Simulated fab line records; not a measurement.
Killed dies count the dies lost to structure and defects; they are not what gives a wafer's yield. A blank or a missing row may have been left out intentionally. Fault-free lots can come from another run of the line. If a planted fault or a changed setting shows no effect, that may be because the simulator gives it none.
Problem report in the 8D (eight disciplines) form, filled by code ; flow nand_harc ; the parts of the form that need people (team, actions taken, sign-off) are left out

== 1. THE PROBLEM ==
Mean of oes_product_au at NHARC_P_ZERO_WELL_ETCH_63: 0.836 a.u. across 6 wafers in 2 lots; on wafers with no fault it is 1.000 a.u. (standard deviation 0.0082). Relative to the usual mean, that is a shift of -20 standard deviations.
The step: etches the open film in HBr/Cl2, target depth 120 nm, time 40.1 s.
First seen on wafer L796.3, day 5 05:33, on rie_si-04. Wafers with a number at this step in the record: 36, from 12 lots. Rule for "out" (also "out of limits"): further than 4 standard deviations from the usual mean. The rest of the wafers with a number are treated as sound.

== 2. WHAT IT IS, WHAT IT ISN'T ==
question;is;is not
which readings at this step;oes_product_au;chamber_pressure_mTorr, drypump_motor_current_A
which lots;L796, L798;L788, L790, L795, L797, L803, L805, L807, L809, L810, L811
which wafers of those lots;all that have a number;-
read on which tools;rie_si-04;rie_si-02, rie_si-06
when;from day 5 05:33;"up to then (9 sound wafers); but 21 sound wafers of L797, L803, L805, L807, L809, L810, L811 came after"

== 3. THE SUSPECTS, EACH WITH WHAT RULES IT OUT ==
Counting: any tool at a process step up to the reading is kept as a suspect provided that every lot that is out went through it and no sound lot did after the first of them.
- rie_si-04 at NHARC_P_ZERO_WELL_ETCH_63 (etches the open film in HBr/Cl2, target depth 120 nm, time 40.1 s): ruled out as a lasting fault. Sound lots L807, L810, L811 ran on it after its first lot that is out, L796 (day 5 05:33).
Left after counting: nothing in the record.

== 4. THE CAUSE (what the simulator had put in) ==
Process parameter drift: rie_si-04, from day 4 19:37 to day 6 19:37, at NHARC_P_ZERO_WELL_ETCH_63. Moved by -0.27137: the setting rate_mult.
Counting ruled it out, wrongly.

== 5. THE EFFECT CHAIN, in route order ==
Each row: a reading whose mean over the struck wafers that have a number lies more than 3 standard deviations from the usual. Scope: only readings with a usual standard deviation given in the record; hours: median across lots of the time from each lot's start at the first step in this table that gives one to its start at this step; sigmas: change in usual standard deviations.
hours;step;reading;usual;on struck wafers;change;sigmas
0;NHARC_P_ZERO_WELL_ETCH_63;oes_product_au;1.000 a.u.;0.836;-0.164;-20
Here are the process steps it includes:
- NHARC_P_ZERO_WELL_ETCH_63: etches the open film in HBr/Cl2, target depth 120 nm, time 40.1 s.
Later measuring or inspecting steps at which every struck wafer that the step has a row for has a number for every such reading, and none has moved that far: NHARC_P_ZERO_WELL_CD_MEAS_52, NHARC_P_STI_CD_MEAS_09, NHARC_END_SORT_01.

== 6. HOW IT WOULD HAVE BEEN CAUGHT EARLIER ==
First out-of-limits reading in this record: day 5 05:33, which is 10 hours after fault onset at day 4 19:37.
